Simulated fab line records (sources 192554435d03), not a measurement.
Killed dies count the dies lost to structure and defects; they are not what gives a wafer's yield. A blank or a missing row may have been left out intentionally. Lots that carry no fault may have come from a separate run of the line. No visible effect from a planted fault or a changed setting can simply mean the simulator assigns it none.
fab line records | flow n5-finfet
record lots=9 | wafers=25 | last-day=24
route steps=1938 shown MOL_CONTACT_COAG@532 BEOL_M4@1111 PASSIVATION@1936
lots with no fault: from the same line, run without faults
start-h: start of the lot's first displayed wafer, in hours after the record's first day | wait-h: hours since the lot's step before | " unchanged from the row above | L1.1+2: one row covering several wafers at once | - no value present, or no start provided | * or withheld: withheld | < > ~ a bound
route shown NAME@n: a module of which the file shows steps, and the number in the route of the first | usual: mean/standard deviation of fault-free wafers | same: alike in all rows | chamber/n: place in a boat | sites: the reading at each site | _std_site: the standard deviation of these | _edge_site: inner sites' mean taken away from outer sites' mean | radius-mm: for every site, how far away it sits from the centre of the wafer | mask NAME#n: copy n | behind: tool/chamber where the wafer was last shaped | hold: reason for holding the lot/hours on hold/outcome of the hold | device: transistor that didn't switch, given as n, p or np | end of line: at the end of the route, the tests of the same wafers | where a step has no rows: the recipe by itself | killed: at the first sort, the dies lost to defects and structure; wafer yield is something else | map: the dies of a wafer, with x for killed, . for not killed, _ for no die there
set.NAME: setting as actually run; set.NAME@STEP: the setting as run at that earlier step | model.NAME: the simulator's own value behind a step, which no gauge read
steps of the route over a sample of lots; a table a step, a row a wafer
services: when a tool's chamber went out of use (start-h, in hours from the record's first day, below 0 if earlier), for how many hours, and the reason
## steps
# step N5_MOL_CONTACT_COAG_ETCH_106
# recipe chemistry=N2/H2 | target=SOC | target-depth-a=800 | overetch-a=160 | mask-material=SiARC | temp-c=40 | time-s=120 | ion-energy-ev=200 | pressure-mtorr=30 | source-w=840 | bias-w=150 | n2-flow-sccm=200 | h2-flow-sccm=200
# usual drypump-motor-current-A=5.8/0.43 | oes-product-au=0.69/0.071 | rf-vpp-V=524/3.1 | showerhead-plenum-p-Torr=2.55/0.11 | temp-c=40.00/0.12 | throttle-valve-pct=17.85/0.23
lot.wafer | tool        | chamber | start-h | wait-h | drypump-motor-current-A | oes-product-au | rf-hours-counter-h | rf-vpp-V | showerhead-plenum-p-Torr | temp-c | throttle-valve-pct
L903.2    | rie-diel-02 | 0       | 92.27   | 0.0    | 6.5                     | 0.62           | 248                | 526      | 2.60                     | 40.12  | 18.18
L903.4    | "           | 3       | "       | "      | 5.3                     | 0.63           | -                  | 525      | 2.60                     | 39.91  | 18.10
L903.5    | "           | 0       | "       | "      | 6.5                     | 0.63           | -                  | 528      | 2.60                     | 40.13  | 18.18
L906.2    | rie-diel-02 | 0       | 107.96  | 0.0    | 6.6                     | 0.62           | 249                | 525      | 2.60                     | 39.85  | 18.18
L906.3    | "           | 1       | "       | "      | 6.1                     | 0.81           | 20                 | 528      | 2.72                     | 40.02  | 17.46
L906.6    | "           | 2       | "       | "      | 5.7                     | 0.61           | -                  | 526      | 2.62                     | 40.10  | 18.15
L912.1    | rie-diel-02 | 1       | 142.25  | 0.0    | 6.2                     | 0.79           | 32                 | 529      | 2.71                     | 39.94  | 17.49
L912.3    | "           | 1       | "       | "      | 6.2                     | 0.78           | -                  | 528      | 2.71                     | 39.88  | 17.49
L912.4    | "           | 2       | "       | "      | 5.7                     | 0.61           | -                  | 527      | 2.61                     | 39.92  | 18.18
L914.1    | rie-diel-02 | 2       | 157.23  | 0.0    | 5.7                     | 0.60           | 248                | 525      | 2.61                     | 40.17  | 18.18
L914.4    | "           | 0       | "       | "      | 6.6                     | 0.83           | -                  | 526      | 2.60                     | 39.80  | 17.69
L914.5    | "           | 1       | "       | "      | 6.2                     | 0.77           | -                  | 528      | 2.71                     | 40.02  | 17.50
L919.2    | rie-diel-03 | 3       | 185.28  | 0.0    | 6.0                     | 0.63           | 220                | 520      | 2.40                     | 39.95  | 18.00
L919.5    | "           | 1       | "       | "      | 5.4                     | 0.68           | -                  | 526      | 2.65                     | 40.02  | 17.55
L919.6    | "           | 0       | "       | "      | 6.1                     | 0.67           | -                  | 525      | 2.52                     | 39.99  | 17.89
L922.3    | rie-diel-03 | 1       | 204.63  | 0.0    | 5.5                     | 0.67           | 169                | 527      | 2.65                     | 40.02  | 17.55
L922.4    | "           | 3       | "       | "      | 6.0                     | 0.62           | 229                | 520      | 2.40                     | 40.13  | 18.03
L924.4    | rie-diel-06 | 2       | 217.23  | 0.0    | 5.1                     | 0.65           | 194                | 522      | 2.51                     | 39.96  | 18.12
L924.5    | "           | 3       | "       | "      | 5.9                     | 0.68           | -                  | 519      | 2.34                     | 40.01  | 17.96
L924.6    | "           | 0       | "       | "      | 5.0                     | 0.84           | -                  | 526      | 2.60                     | 40.01  | 17.67
L925.1    | rie-diel-02 | 1       | 225.79  | 0.0    | 6.2                     | 0.73           | 73                 | 529      | 2.70                     | 40.11  | 17.58
L925.2    | "           | 2       | "       | "      | 5.7                     | 0.82           | 19                 | 525      | 2.60                     | 39.99  | 17.81
L925.6    | "           | 1       | "       | "      | 6.2                     | 0.73           | -                  | 528      | 2.70                     | 39.91  | 17.56
L926.1    | rie-diel-06 | 2       | 232.90  | 0.0    | 5.2                     | 0.66           | 199                | 525      | 2.51                     | 39.81  | 18.14
L926.6    | "           | 0       | "       | "      | 5.0                     | 0.83           | -                  | 526      | 2.60                     | 39.84  | 17.69
# step N5_MOL_CONTACT_COAG_ETCH_110
# recipe chemistry=CF4/O2 | target=Si | target-depth-a=25 | time-s=8 | pressure-mtorr=100 | source-w=200 | bias-w=12 | ion-energy-ev=60 | Ar_flow_sccm=100 | cf4-flow-sccm=100 | O2_flow_sccm=10
# usual cf4-flow-sccm=99.99/0.27 | drypump-motor-current-A=5.8/0.43 | oes-product-au=0.77/0.081 | rf-vpp-V=129/3.5 | showerhead-plenum-p-Torr=2.23/0.081 | throttle-valve-pct=10.81/0.29
lot.wafer | tool        | chamber | start-h | wait-h | cf4-flow-sccm | drypump-motor-current-A | oes-product-au | rf-hours-counter-h | rf-vpp-V | showerhead-plenum-p-Torr | throttle-valve-pct
L903.2    | rie-diel-02 | 0       | 92.47   | 0.0    | 99.71         | 6.5                     | 0.67           | 248                | 134      | 2.28                     | 11.25
L903.4    | "           | 3       | "       | "      | 100.50        | 5.2                     | 0.69           | -                  | 132      | 2.29                     | 11.13
L903.5    | "           | 0       | "       | "      | 99.79         | 6.5                     | 0.67           | -                  | 134      | 2.28                     | 11.28
L906.2    | rie-diel-02 | 0       | 108.16  | 0.0    | 99.94         | 6.5                     | 0.67           | 249                | 133      | 2.28                     | 11.29
L906.3    | "           | 1       | "       | "      | 100.05        | 6.2                     | 0.88           | 20                 | 132      | 2.35                     | 10.22
L906.6    | "           | 2       | "       | "      | 99.64         | 5.7                     | 0.68           | -                  | 127      | 2.29                     | 11.18
L912.1    | rie-diel-02 | 1       | 142.55  | 0.1    | 99.87         | 6.2                     | 0.85           | 32                 | 131      | 2.35                     | 10.28
L912.3    | "           | 1       | "       | "      | 100.17        | 6.2                     | 0.86           | -                  | 130      | 2.35                     | 10.26
L912.4    | "           | 2       | "       | "      | 100.03        | 5.7                     | 0.68           | -                  | 130      | 2.28                     | 11.21
L914.1    | rie-diel-02 | 2       | 157.42  | 0.0    | 100.29        | 5.7                     | 0.66           | 248                | 128      | 2.28                     | 11.23
L914.4    | "           | 0       | "       | "      | 99.66         | 6.5                     | 0.90           | -                  | 136      | 2.27                     | 10.56
L914.5    | "           | 1       | "       | "      | 99.96         | 6.1                     | 0.84           | -                  | 131      | 2.34                     | 10.29
L919.2    | rie-diel-03 | 3       | 185.48  | 0.0    | 100.58        | 6.0                     | 0.70           | 220                | 123      | 2.13                     | 11.01
L919.5    | "           | 1       | "       | "      | 99.87         | 5.4                     | 0.78           | -                  | 130      | 2.31                     | 10.67
L919.6    | "           | 0       | "       | "      | 100.33        | 6.1                     | 0.74           | -                  | 132      | 2.22                     | 10.95
L922.3    | rie-diel-03 | 1       | 204.83  | 0.0    | 100.12        | 5.4                     | 0.76           | 169                | 128      | 2.31                     | 10.69
L922.4    | "           | 3       | "       | "      | 99.89         | 6.0                     | 0.69           | 229                | 124      | 2.12                     | 11.06
L924.4    | rie-diel-06 | 2       | 217.42  | 0.0    | 100.27        | 5.1                     | 0.72           | 194                | 131      | 2.21                     | 11.18
L924.5    | "           | 3       | "       | "      | 100.15        | 6.0                     | 0.76           | -                  | 125      | 2.07                     | 10.91
L924.6    | "           | 0       | "       | "      | 99.95         | 5.0                     | 0.95           | -                  | 126      | 2.27                     | 10.34
L925.1    | rie-diel-02 | 1       | 225.98  | 0.0    | 99.87         | 6.2                     | 0.79           | 73                 | 132      | 2.33                     | 10.37
L925.2    | "           | 2       | "       | "      | 100.12        | 5.7                     | 0.92           | 19                 | 128      | 2.27                     | 10.56
L925.6    | "           | 1       | "       | "      | 100.22        | 6.2                     | 0.79           | -                  | 131      | 2.33                     | 10.39
L926.1    | rie-diel-06 | 2       | 233.09  | 0.0    | 100.45        | 5.1                     | 0.72           | 199                | 130      | 2.21                     | 11.20
L926.6    | "           | 0       | "       | "      | 100.26        | 5.0                     | 0.94           | -                  | 126      | 2.27                     | 10.35
# step N5_MOL_CONTACT_COAG_CD_MEAS_99
# recipe target-cd-nm=17.2 | polarity=opening
# usual cd-nm=17.1/0.34
lot.wafer | tool      | chamber | start-h | wait-h | cd-nm
L903.2    | cd-sem-02 | -       | 92.59   | -      | 16.6
L903.4    | "         | -       | "       | "      | 16.9
L903.5    | "         | -       | "       | "      | 16.3
L906.2    | cd-sem-03 | -       | 108.28  | -      | 16.3
L906.3    | "         | -       | "       | "      | 17.5
L906.6    | "         | -       | "       | "      | 17.1
L912.1    | cd-sem-03 | -       | 142.71  | -      | 17.3
L912.3    | "         | -       | "       | "      | 17.7
L912.4    | "         | -       | "       | "      | 17.5
L914.1    | cd-sem-02 | -       | 157.54  | -      | 17.1
L914.4    | "         | -       | "       | "      | 17.3
L914.5    | "         | -       | "       | "      | 17.5
L919.2    | cd-sem-01 | -       | 185.60  | -      | 17.7
L919.5    | "         | -       | "       | "      | 16.9
L919.6    | "         | -       | "       | "      | 17.0
L922.3    | cd-sem-03 | -       | 204.95  | -      | 17.7
L922.4    | "         | -       | "       | "      | 17.8
L924.4    | cd-sem-02 | -       | 217.54  | -      | 16.9
L924.5    | "         | -       | "       | "      | 16.9
L924.6    | "         | -       | "       | "      | 17.3
L925.1    | cd-sem-03 | -       | 226.10  | -      | 17.9
L925.2    | "         | -       | "       | "      | 17.0
L925.6    | "         | -       | "       | "      | 17.8
L926.1    | cd-sem-03 | -       | 233.21  | -      | 17.2
L926.6    | "         | -       | "       | "      | 16.9
# step N5_MOL_CONTACT_COAG_IMPLANT_129
# recipe species=Ge | energy-kev=3 | dose-cm2=6e+14 | tilt-deg=0 | rotation-deg=0
# usual beam-on-s=39/5.2 | dose-ions-cm2=5.999e+14/6.1e+11 | faraday-current-uA=1986/270
lot.wafer | tool         | chamber | start-h | wait-h | beam-on-s | dose-ions-cm2 | faraday-current-uA
L903.2    | implanter-02 | 0       | 92.65   | 0.1    | 44        | 5.999e+14     | 1704
L903.4    | "            | 0       | "       | "      | 45        | 5.99e+14      | 1675
L903.5    | "            | 0       | "       | "      | 44        | 5.991e+14     | 1708
L906.2    | implanter-02 | 0       | 108.35  | 0.1    | 45        | 6.003e+14     | 1677
L906.3    | "            | 0       | "       | "      | 46        | 5.996e+14     | 1655
L906.6    | "            | 0       | "       | "      | 43        | 6.005e+14     | 1738
L912.1    | implanter-02 | 0       | 142.75  | 0.0    | 10        | 5.93e+13      | 746
L912.3    | "            | 0       | "       | "      | 10        | 5.92e+13      | 745
L912.4    | "            | 0       | "       | "      | 10        | 5.89e+13      | 764
L914.1    | implanter-02 | 0       | 157.59  | 0.0    | 10        | 6.02e+13      | 762
L914.4    | "            | 0       | "       | "      | 10        | 6.1e+13       | 733
L914.5    | "            | 0       | "       | "      | 10        | 6.03e+13      | 744
L919.2    | implanter-01 | 0       | 185.66  | 0.1    | 33        | 5.995e+14     | 2280
L919.5    | "            | 0       | "       | "      | 34        | 6.003e+14     | 2258
L919.6    | "            | 0       | "       | "      | 33        | 5.999e+14     | 2278
L922.3    | implanter-01 | 0       | 205.04  | 0.1    | 34        | 6.006e+14     | 2257
L922.4    | "            | 0       | "       | "      | 34        | 6.003e+14     | 2236
L924.4    | implanter-02 | 0       | 217.66  | 0.1    | 45        | 5.999e+14     | 1679
L924.5    | "            | 0       | "       | "      | 45        | 6.008e+14     | 1684
L924.6    | "            | 0       | "       | "      | 44        | 6.011e+14     | 1726
L925.1    | implanter-01 | 0       | 226.14  | 0.0    | 35        | 5.997e+14     | 2150
L925.2    | "            | 0       | "       | "      | 33        | 5.995e+14     | 2282
L925.6    | "            | 0       | "       | "      | 33        | 6.005e+14     | 2295
L926.1    | implanter-01 | 0       | 233.25  | 0.0    | 35        | 6.004e+14     | 2190
L926.6    | "            | 0       | "       | "      | 34        | 5.997e+14     | 2200
# step N5_BEOL_M4_RC_MEAS_101
# usual DIBL_N=35.8/1.6 | DIBL_P=35.6/2 | IOFF_N=0.15/0.031 | IOFF_P=0.20/0.033 | ION_N=668/12 | ION_P=459/6.8 | RC_DENSE_N=19.1/0.46 | RC_DENSE_P=23.9/0.61 | RC_N=15.5/0.36 | RC_P=19.4/0.48 | REXT_N=74.8/1.8 | REXT_P=100.9/2.2 | SS_N=71.4/0.53 | SS_P=73.1/0.63 | VT_N=250/3.5 | VT_P=-251/3
lot.wafer | tool      | chamber | start-h | wait-h | DIBL_N[mV/V] | DIBL_P[mV/V] | IOFF_N[nA/um] | IOFF_P[nA/um] | ION_N[uA/um] | ION_P[uA/um] | RC_DENSE_N[ohm.um] | RC_DENSE_P[ohm.um] | RC_N[ohm.um] | RC_P[ohm.um] | REXT_N[ohm.um] | REXT_P[ohm.um] | SS_N[mV/dec] | SS_P[mV/dec] | VT_N[mV] | VT_P[mV]
L906.2    | prober-02 | 0       | 332.25  | 0.2    | 35.0         | 34.9         | 0.13          | 0.16          | 664          | 447          | 20.1               | 24.8               | 16.1         | 20.4         | 73.4           | 101.3          | 71.4         | 72.5         | 252      | -256
L906.3    | "         | 0       | "       | "      | 37.2         | 37.6         | 0.18          | 0.21          | 681          | 462          | 18.7               | 23.3               | 15.4         | 19.2         | 72.9           | 101.0          | 71.7         | 73.3         | 248      | -254
L906.6    | "         | 0       | "       | "      | 33.3         | 33.1         | 0.12          | 0.15          | 653          | 454          | 19.1               | 23.8               | 15.6         | 19.1         | 73.9           | 101.2          | 71.0         | 72.2         | 254      | -256
L903.2    | prober-02 | 0       | 347.77  | 0.2    | 35.8         | 36.3         | 0.16          | 0.22          | 674          | 464          | 19.8               | 25.3               | 16.3         | 20.8         | 74.9           | 101.1          | 71.8         | 72.8         | 251      | -249
L903.4    | "         | 0       | "       | "      | 36.6         | 36.9         | 0.18          | 0.24          | 661          | 451          | 18.9               | 24.1               | 15.6         | 19.6         | 75.5           | 100.6          | 71.5         | 73.5         | 250      | -248
L903.5    | "         | 0       | "       | "      | 35.5         | 36.1         | 0.15          | 0.22          | 671          | 464          | 19.8               | 25.4               | 16.2         | 20.7         | 76.3           | 100.7          | 71.5         | 73.1         | 251      | -249
L912.1    | prober-01 | 0       | 382.72  | 0.0    | 37.1         | 38.1         | 0.20          | 0.23          | 683          | 461          | 34.2               | 42.9               | 27.9         | 34.9         | 86.8           | 115.7          | 72.0         | 73.9         | 244      | -247
L912.3    | "         | 0       | "       | "      | 35.8         | 36.3         | 0.17          | 0.20          | 656          | 445          | 34.2               | 42.7               | 27.9         | 35.0         | 87.3           | 114.1          | 71.6         | 74.0         | 249      | -250
L912.4    | "         | 0       | "       | "      | 35.5         | 35.6         | 0.17          | 0.20          | 676          | 456          | 34.4               | 43.3               | 27.8         | 35.3         | 87.9           | 117.1          | 71.9         | 73.4         | 246      | -251
L914.1    | prober-02 | 0       | 391.32  | 0.0    | 38.4         | 39.6         | 0.24          | 0.29          | 671          | 456          | 35.4               | 44.3               | 28.8         | 36.0         | 89.1           | 113.2          | 72.4         | 74.2         | 244      | -246
L914.4    | "         | 0       | "       | "      | 34.9         | 35.3         | 0.15          | 0.21          | 654          | 454          | 35.1               | 43.6               | 28.3         | 35.7         | 89.8           | 113.8          | 71.5         | 73.4         | 251      | -251
L914.5    | "         | 0       | "       | "      | 36.7         | 38.1         | 0.19          | 0.26          | 654          | 458          | 34.3               | 43.0               | 28.2         | 35.1         | 89.7           | 111.1          | 71.7         | 73.8         | 248      | -247
L919.2    | prober-01 | 0       | 404.51  | 0.2    | 37.5         | 37.2         | 0.17          | 0.22          | 679          | 461          | 18.6               | 23.4               | 15.0         | 18.9         | 72.8           | 100.3          | 71.5         | 73.1         | 246      | -253
L919.5    | "         | 0       | "       | "      | 35.6         | 34.8         | 0.14          | 0.19          | 659          | 454          | 18.8               | 23.9               | 15.4         | 19.4         | 72.9           | 101.8          | 71.2         | 73.4         | 251      | -250
L919.6    | "         | 0       | "       | "      | 36.9         | 36.1         | 0.16          | 0.21          | 680          | 462          | 19.2               | 24.1               | 15.6         | 19.7         | 72.4           | 101.7          | 71.5         | 73.6         | 249      | -251
L922.3    | prober-01 | 0       | 434.71  | 0.3    | 38.3         | 38.7         | 0.21          | 0.26          | 685          | 470          | 18.1               | 22.5               | 14.7         | 18.7         | 73.2           | 97.6           | 71.5         | 73.5         | 246      | -245
L922.4    | "         | 0       | "       | "      | 33.9         | 33.4         | 0.12          | 0.17          | 672          | 462          | 18.5               | 23.2               | 15.1         | 19.1         | 72.8           | 98.4           | 70.7         | 72.6         | 252      | -253
L924.4    | prober-01 | 0       | 436.59  | 0.5    | 37.5         | 36.4         | 0.16          | 0.21          | 662          | 455          | 19.6               | 24.7               | 16.3         | 20.0         | 72.8           | 97.5           | 71.3         | 73.1         | 249      | -249
L924.5    | "         | 0       | "       | "      | 35.8         | 35.5         | 0.14          | 0.20          | 659          | 462          | 19.9               | 24.8               | 16.1         | 20.0         | 73.1           | 96.9           | 70.8         | 73.3         | 252      | -251
L924.6    | "         | 0       | "       | "      | 38.9         | 38.6         | 0.19          | 0.24          | 670          | 460          | 19.9               | 24.6               | 16.1         | 20.0         | 73.8           | 98.7           | 71.8         | 73.6         | 248      | -247
L925.1    | prober-02 | 0       | 461.43  | 0.0    | 35.9         | 35.3         | 0.15          | 0.19          | 686          | 472          | 18.1               | 22.8               | 14.9         | 18.5         | 74.4           | 95.8           | 71.0         | 72.7         | 247      | -250
L925.2    | "         | 0       | "       | "      | 35.6         | 34.6         | 0.13          | 0.19          | 659          | 458          | 19.3               | 23.6               | 15.5         | 19.4         | 75.7           | 98.3           | 71.7         | 72.8         | 251      | -251
L925.6    | "         | 0       | "       | "      | 33.5         | 32.1         | 0.10          | 0.15          | 648          | 450          | 18.1               | 22.2               | 14.7         | 18.2         | 74.6           | 96.7           | 71.4         | 72.0         | 256      | -255
L926.1    | prober-01 | 0       | 468.03  | 0.0    | 38.3         | 39.7         | 0.23          | 0.28          | 708          | 480          | 19.1               | 24.0               | 15.5         | 19.6         | 74.2           | 102.6          | 71.9         | 73.8         | 243      | -245
L926.6    | "         | 0       | "       | "      | 38.3         | 39.2         | 0.22          | 0.27          | 685          | 465          | 19.1               | 24.4               | 15.8         | 19.7         | 74.0           | 103.5          | 71.4         | 74.4         | 244      | -244
# step N5_PASSIVATION_PROBE_49
# usual defect-limited-yield=90.7/1.5 | killed_at_M0_to_M3=38/11 | killed_at_M4_up=15/5.5 | killed-at-contacts=12/6 | killed-at-front-end=41/11 | killed-at-other=3.5/2.7 | killed-dies=110/18 | killed-open=72/13 | killed-short=35/8.7 | sort_bin_5_function=5.5/1.1 | sort_bin_6_memory=3.4/0.63 | sort-n-pass=1070/18 | sort-yield-pct=90.7/1.5
# same gross-dies=1180 | killed-at-back-side=0 | sort_bin_4_leakage[%]=0 | sort_bin_8_speed[%]=0
lot.wafer | tool      | chamber | start-h | wait-h | defect-limited-yield[%] | killed_at_M0_to_M3 | killed_at_M4_up | killed-at-contacts | killed-at-front-end | killed-at-other | killed-dies | killed-open | killed-short | sort_bin_5_function[%] | sort_bin_6_memory[%] | sort-n-pass | sort-yield-pct[%]
L912.1    | prober-01 | -       | 510.60  | 0.0    | 89.7                    | 37                 | 19              | 10                 | 49                  | 7               | 122         | 65          | 56           | 5.7                    | 3.9                  | 1058        | 89.7
L912.3    | prober-01 | -       | 510.70  | 0.1    | 90.3                    | 49                 | 16              | 8                  | 39                  | 3               | 115         | 67          | 47           | 5.9                    | 3.4                  | 1065        | 90.3
L912.4    | prober-01 | -       | 510.75  | 0.2    | 86.7                    | 65                 | 10              | 18                 | 58                  | 6               | 157         | 111         | 46           | 8.6                    | 4.2                  | 1023        | 86.7
L914.1    | prober-02 | -       | 512.95  | 0.0    | 92.3                    | 30                 | 8               | 8                  | 45                  | 0               | 91          | 64          | 27           | 5.3                    | 2.1                  | 1089        | 92.3
L914.4    | prober-02 | -       | 513.10  | 0.2    | 89.6                    | 36                 | 20              | 6                  | 57                  | 4               | 123         | 87          | 36           | 5.8                    | 4.2                  | 1057        | 89.6
L914.5    | prober-02 | -       | 513.15  | 0.2    | 89.5                    | 53                 | 11              | 12                 | 46                  | 2               | 124         | 79          | 42           | 6.0                    | 4.0                  | 1056        | 89.5
L924.4    | prober-01 | -       | 550.42  | 0.2    | 91.4                    | 39                 | 9               | 8                  | 36                  | 9               | 101         | 56          | 39           | 4.7                    | 3.1                  | 1079        | 91.4
L924.5    | prober-01 | -       | 550.47  | 0.2    | 91.3                    | 35                 | 19              | 8                  | 34                  | 7               | 103         | 62          | 35           | 4.8                    | 3.2                  | 1077        | 91.3
L924.6    | prober-01 | -       | 550.52  | 0.3    | 91.4                    | 35                 | 20              | 16                 | 26                  | 5               | 102         | 67          | 33           | 5.0                    | 3.4                  | 1078        | 91.4
L926.1    | prober-02 | -       | 572.01  | 0.0    | 91.0                    | 32                 | 21              | 9                  | 40                  | 4               | 106         | 67          | 35           | 5.8                    | 2.5                  | 1074        | 91.0
L926.6    | prober-02 | -       | 572.26  | 0.3    | 89.5                    | 44                 | 17              | 11                 | 44                  | 8               | 124         | 83          | 41           | 5.8                    | 4.2                  | 1056        | 89.5
# killed by level:class
L912.1 FIN_SAQP:geometric-particle:short=10 GATE_CUT:geometric-particle:short=8 MOL_CONTACT_COAG:geometric-particle:open=7 BEOL_M0_SAQP:geometric-particle:short=6 BEOL_M1:geometric-particle:open=6 STARTING-WAFER:geometric-particle:open=6 DUMMY_GATE:geometric-particle:open=5 GATE_CUT:geometric-particle:open=5
L912.3 STI_FIN_REVEAL:geometric-particle:open=9 BEOL_M1:geometric-particle:short=9 BEOL_M0_SAQP:geometric-particle:short=8 FIN_SAQP:geometric-particle:short=7 GATE_CUT:geometric-particle:short=7 BEOL_M3:geometric-particle:open=7 MOL_CONTACT_COAG:geometric-particle:open=6 BEOL_M0_SAQP:geometric-particle:open=6
L912.4 FIN_SAQP:geometric-particle:open=15 BEOL_M2:geometric-particle:open=15 BEOL_M1:geometric-particle:open=14 MOL_CONTACT_COAG:geometric-particle:open=14 FIN_SAQP:geometric-particle:short=12 BEOL_M3:geometric-particle:open=9 DUMMY_GATE:geometric-particle:open=8 BEOL_M0_SAQP:geometric-particle:open=8
L914.1 FIN_SAQP:geometric-particle:open=10 MOL_CONTACT_COAG:geometric-particle:open=8 BEOL_M0_SAQP:geometric-particle:open=6 GATE_CUT:geometric-particle:open=6 BEOL_M3:geometric-particle:open=6 FIN_SAQP:geometric-particle:short=5 ILD0:geometric-particle:open=5 ILD0:geometric-particle:short=4
L914.4 STI_FIN_REVEAL:geometric-particle:open=11 FIN_SAQP:geometric-particle:open=10 BEOL_M0_SAQP:geometric-particle:short=8 FIN_SAQP:geometric-particle:short=7 BEOL_M3:geometric-particle:open=7 BEOL_M2:geometric-particle:open=6 MOL_CONTACT_COAG:geometric-particle:open=6 BEOL_M0_SAQP:geometric-particle:open=6
L914.5 BEOL_M0_SAQP:geometric-particle:short=13 BEOL_M0_SAQP:geometric-particle:open=11 BEOL_M1:geometric-particle:open=10 FIN_SAQP:geometric-particle:open=9 BEOL_M3:geometric-particle:open=9 GATE_CUT:geometric-particle:open=8 MOL_CONTACT_COAG:geometric-particle:open=7 FIN_SAQP:geometric-particle:short=6
L924.4 BEOL_M0_SAQP:geometric-particle:open=12 BEOL_M0_SAQP:geometric-particle:short=12 GATE_CUT:geometric-particle:short=8 BEOL_M2:geometric-particle:open=8 MOL_CONTACT_COAG:geometric-particle:open=6 STI_FIN_REVEAL:geometric-particle:open=5 DUMMY_GATE:geometric-particle:short=4 BEOL_M4:geometric-particle:open=4
L924.5 BEOL_M0_SAQP:geometric-particle:short=10 STI_FIN_REVEAL:geometric-particle:open=9 BEOL_M4:geometric-particle:open=9 BEOL_M0_SAQP:geometric-particle:open=7 BEOL_M2:geometric-particle:open=7 BEOL_M3:geometric-particle:open=7 FIN_SAQP:geometric-particle:open=5 HKMG_FIN:area-etch=5
L924.6 MOL_CONTACT_COAG:geometric-particle:open=14 BEOL_M4:geometric-particle:open=11 BEOL_M0_SAQP:geometric-particle:short=10 BEOL_M2:geometric-particle:open=8 FIN_SAQP:geometric-particle:open=7 BEOL_M0_SAQP:geometric-particle:open=6 GATE_CUT:geometric-particle:short=5 BEOL_M2:geometric-particle:short=4
L926.1 FIN_SAQP:geometric-particle:short=10 FIN_SAQP:geometric-particle:open=10 BEOL_M4:geometric-particle:open=9 BEOL_M2:geometric-particle:open=9 BEOL_M3:geometric-particle:open=9 MOL_CONTACT_COAG:geometric-particle:open=7 BEOL_M0_SAQP:geometric-particle:short=4 BEOL_M1:geometric-particle:open=4
L926.6 BEOL_M0_SAQP:geometric-particle:short=18 FIN_SAQP:geometric-particle:open=10 BEOL_M0_SAQP:geometric-particle:open=10 MOL_CONTACT_COAG:geometric-particle:open=9 STI_FIN_REVEAL:geometric-particle:open=8 BEOL_M3:geometric-particle:open=8 GATE_CUT:geometric-particle:short=6 DUMMY_GATE:geometric-particle:open=6
## services
tool         | chamber | start-h | hours | kind
rie-diel-06  | 2       | 75.00   | 5.8   | repair
rie-diel-02  | -       | 76.12   | 2.8   | pm
implanter-02 | -       | 79.28   | 2.4   | repair
rie-diel-02  | 1       | 91.09   | 4.2   | repair
rie-diel-02  | 0       | 111.44  | -     | clean
rie-diel-02  | 0       | 111.44  | -     | consumable-replace:focus-ring
rie-diel-02  | 0       | 111.44  | 20.4  | scheduled-down
rie-diel-02  | 0       | 111.44  | 20.4  | vent-cycle
implanter-02 | -       | 119.90  | 5.0   | pm
rie-diel-02  | 3       | 131.82  | -     | clean
rie-diel-02  | 3       | 131.82  | -     | consumable-replace:focus-ring
rie-diel-02  | 3       | 131.82  | 32.8  | scheduled-down
rie-diel-02  | 3       | 131.82  | 32.8  | vent-cycle
rie-diel-02  | 0       | 135.23  | 8.0   | repair
rie-diel-06  | 2       | 137.78  | 10.1  | repair
rie-diel-06  | 0       | 148.07  | -     | clean
rie-diel-06  | 0       | 148.07  | -     | consumable-replace:focus-ring
rie-diel-02  | 2       | 164.65  | -     | clean
rie-diel-02  | 2       | 164.65  | -     | consumable-replace:focus-ring
rie-diel-02  | 2       | 164.65  | 19.8  | scheduled-down
rie-diel-02  | 2       | 164.65  | 19.8  | vent-cycle
rie-diel-06  | 1       | 178.68  | 8.3   | repair
rie-diel-06  | 0       | 190.59  | 13.1  | repair
implanter-02 | -       | 233.24  | 1.7   | repair
## key
first-sign step=N5_MOL_CONTACT_COAG_IMPLANT_129 | reading=dose-ions-cm2 | direction=down | sigmas=99+ | usual=5.999e+14 | struck=5.98e+13
effect step=N5_MOL_CONTACT_COAG_IMPLANT_129 | reading=beam-on-s | direction=down | sigmas=5.5 | usual=39 | struck=10
effect step=N5_BEOL_M4_RC_MEAS_101 | reading=RC_N | direction=up | sigmas=35 | usual=15.5 | struck=28.2
effect step=N5_BEOL_M4_RC_MEAS_101 | reading=RC_DENSE_N | direction=up | sigmas=34 | usual=19.1 | struck=34.6
effect step=N5_BEOL_M4_RC_MEAS_101 | reading=RC_P | direction=up | sigmas=33 | usual=19.4 | struck=35.3
effect step=N5_BEOL_M4_RC_MEAS_101 | reading=RC_DENSE_P | direction=up | sigmas=32 | usual=23.9 | struck=43.3
effect step=N5_BEOL_M4_RC_MEAS_101 | reading=REXT_N | direction=up | sigmas=7.6 | usual=74.8 | struck=88.4
effect step=N5_BEOL_M4_RC_MEAS_101 | reading=REXT_P | direction=up | sigmas=5.9 | usual=100.9 | struck=114.2
met-at N5_MOL_CONTACT_COAG_IMPLANT_129
struck-lots L912,L914
not-acting-at N5_MOL_CONTACT_COAG_ETCH_106,N5_MOL_CONTACT_COAG_ETCH_110,N5_MOL_CONTACT_COAG_CD_MEAS_99
onset-between 108.35 142.75
fault kind=process-parameter-drift | tool=implanter-02 | chamber=- | onset-h=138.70 | steps=N5_MOL_CONTACT_COAG_IMPLANT_129 | channel=dose-cm2 | offset=-5.4e+14 | shape=step | end-h=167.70 | acts-in=these-recipes-only | stated=6e+14
